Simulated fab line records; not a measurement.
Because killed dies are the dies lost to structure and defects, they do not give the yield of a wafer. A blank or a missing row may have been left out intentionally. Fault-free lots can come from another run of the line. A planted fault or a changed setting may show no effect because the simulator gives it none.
8D (eight disciplines) problem report, filled in by code	flow n5-finfet	the parts of the form that need people (team, actions taken, sign-off) are left out

== 1. WHAT IS WRONG ==
susceptor-temp-C at N5_BEOL_M14_ILD_DEP_00 reads a mean of 401.31 C on 4 wafers of 2 lots; wafers without a fault read 400.01 C with a standard deviation of 0.23. That is +5.7 standard deviations from the usual mean.
The step: deposits SiO2 from TEOS/O2, target thk 1119.3 nm, time 237.4 s.
The first sign was on wafer L180.1 at day 14 02:37, on pecvd-03. Wafers with a number at this step in the record: 34, from 12 lots. The rule behind "out" and "out of limits": a value lying over 4 standard deviations away from the usual mean. All remaining wafers that have a number are taken as sound.

== 2. WHAT IT IS, AND WHAT IT ISN'T ==
question	is	is not
which readings at this step	susceptor-temp-C	heater-power-w, showerhead-plenum-p-Torr, showerhead-vpp-V, throttle-valve-pct
which lots	L178, L180	L170, L172, L173, L174, L175, L181, L189, L191, L192, L193
which wafers of those lots	all that have a number	-
read on which tools	pecvd-03	pecvd-02, pecvd-04
when	from day 14 02:37	up to then (15 sound wafers); but 15 sound wafers of L181, L189, L191, L192, L193 came after

== 3. THE SUSPECTS, EACH WITH WHAT RULES IT OUT ==
Counting: a tool at a process step up to the reading stays a suspect if it ran every lot that is out and no sound lot after the first of them.
- pvd-sputter-01 at N5_BEOL_M13_SPUTTER_43 (material TaN, target thk 15 nm, time 24.19 s): ruled out as a lasting fault. Sound lots L191, L189 ran on it after its first lot that is out, L180 (day 13 23:17).
- pecvd-02 at N5_BEOL_M13_DEP_53 (deposits SiCN from 3MS/NH3, target thk 50 nm, time 17.8 s): kept. All lots that are out passed through it, beginning with L180 at day 14 02:29, and no sound lot followed; its final sound lot before that point was L175 at day 12 19:07.
- pecvd-03 at N5_BEOL_M14_ILD_DEP_00 (deposits SiO2 from TEOS/O2, target thk 1119.3 nm, time 237.4 s): ruled out as a lasting fault. Sound lots L191 ran on it after its first lot that is out, L180 (day 14 02:37).
Left after counting: pecvd-02 at N5_BEOL_M13_DEP_53.

== 4. THE CAUSE (what the simulator had put in) ==
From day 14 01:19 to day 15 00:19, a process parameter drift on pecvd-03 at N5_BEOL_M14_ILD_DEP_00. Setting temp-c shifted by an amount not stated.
Counting ruled it out, wrongly.

== 5. SEQUENCE OF EFFECTS, ordered by route ==
One row per reading whose mean, taken over the struck wafers that have a number, lies over 3 standard deviations from the usual. Scope: only readings with a usual standard deviation given in the record; hours: median across lots of the time from each lot's start at the first step in this table that gives one to its start at this step; sigmas: change in usual standard deviations.
hours	step	reading	usual	on struck wafers	change	sigmas
0	N5_BEOL_M14_ILD_DEP_00	susceptor-temp-C	400.01 C	401.31	+1.31	+5.7
It contains these process steps:
- N5_BEOL_M14_ILD_DEP_00: deposits SiO2 from TEOS/O2, target thk 1119.3 nm, time 237.4 s.

== 6. HOW IT WOULD HAVE BEEN CAUGHT EARLIER ==
In this record the first reading out of limits was taken at day 14 02:37, 1 hour after the fault began at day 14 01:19.
